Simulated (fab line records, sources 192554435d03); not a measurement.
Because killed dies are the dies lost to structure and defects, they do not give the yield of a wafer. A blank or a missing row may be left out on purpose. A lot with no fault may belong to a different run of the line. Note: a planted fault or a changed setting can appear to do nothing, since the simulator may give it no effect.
Chamber matching / flow n5 finfet / pecvd-03 running N5_BEOL_M13_ILD_DEP_00: 3 sister chambers
The step deposits SiOC from DEMS/O2, target thk 837.92 nm, time 166.4 s. 6 wafers are shown with their chamber, then 10 later ones without.

WAFERS WITH THEIR CHAMBER
wafer=L083.3; chamber=1; throttle valve pct (%)=12.3; showerhead plenum p Torr (Torr)=5.709
wafer=L086.1; chamber=1; throttle valve pct (%)=12.4; showerhead plenum p Torr (Torr)=5.709
wafer=L086.2; chamber=2; throttle valve pct (%)=10.9; showerhead plenum p Torr (Torr)=5.714
wafer=L086.6; chamber=2; throttle valve pct (%)=10.9; showerhead plenum p Torr (Torr)=5.731
wafer=L089.3; chamber=0; throttle valve pct (%)=12.0; showerhead plenum p Torr (Torr)=5.659
wafer=L089.5; chamber=0; throttle valve pct (%)=12.1; showerhead plenum p Torr (Torr)=5.634

WAFERS MISSING THEIR CHAMBER
wafer=L089.6; throttle valve pct (%)=10.9; showerhead plenum p Torr (Torr)=5.716
wafer=L090.1; throttle valve pct (%)=10.7; showerhead plenum p Torr (Torr)=5.726
wafer=L090.2; throttle valve pct (%)=12.0; showerhead plenum p Torr (Torr)=5.633
wafer=L090.4; throttle valve pct (%)=12.4; showerhead plenum p Torr (Torr)=5.711
wafer=L093.1; throttle valve pct (%)=12.2; showerhead plenum p Torr (Torr)=5.700
wafer=L093.3; throttle valve pct (%)=12.0; showerhead plenum p Torr (Torr)=5.655
wafer=L093.6; throttle valve pct (%)=12.0; showerhead plenum p Torr (Torr)=5.709
wafer=L097.2; throttle valve pct (%)=10.9; showerhead plenum p Torr (Torr)=5.730
wafer=L097.5; throttle valve pct (%)=11.2; showerhead plenum p Torr (Torr)=5.708
wafer=L097.6; throttle valve pct (%)=12.2; showerhead plenum p Torr (Torr)=5.710

THE CHAMBER EACH PASSED THROUGH
wafer=L089.6; from the rows above=2; in truth=2
wafer=L090.1; from the rows above=2; in truth=2
wafer=L090.2; from the rows above=0; in truth=0
wafer=L090.4; from the rows above=1; in truth=1
wafer=L093.1; from the rows above=1; in truth=1
wafer=L093.3; from the rows above=0; in truth=0
wafer=L093.6; from the rows above=can't be placed: 0 or 1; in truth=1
wafer=L097.2; from the rows above=2; in truth=2
wafer=L097.5; from the rows above=2; in truth=2
wafer=L097.6; from the rows above=1; in truth=1
Correct placement for 9 of the 10. Can't be placed from these rows: 1 (the true chamber is among the candidates in 1). 0 placed wrongly.
How it was worked out, from the rows above alone: a wafer's distance from a chamber is the root of the sum, over the readings, of the square of ((its reading less the chamber's mean) divided by the reading's scatter). The wafer belongs to the nearest chamber; if the next one is less than 2 further off, it can't be placed. The mean given for a chamber averages the wafers shown for that chamber. How the scatter is found: for the shown wafers, subtract from each reading the mean of its chamber, square and add these, divide the total by (wafers less chambers), then take the root.
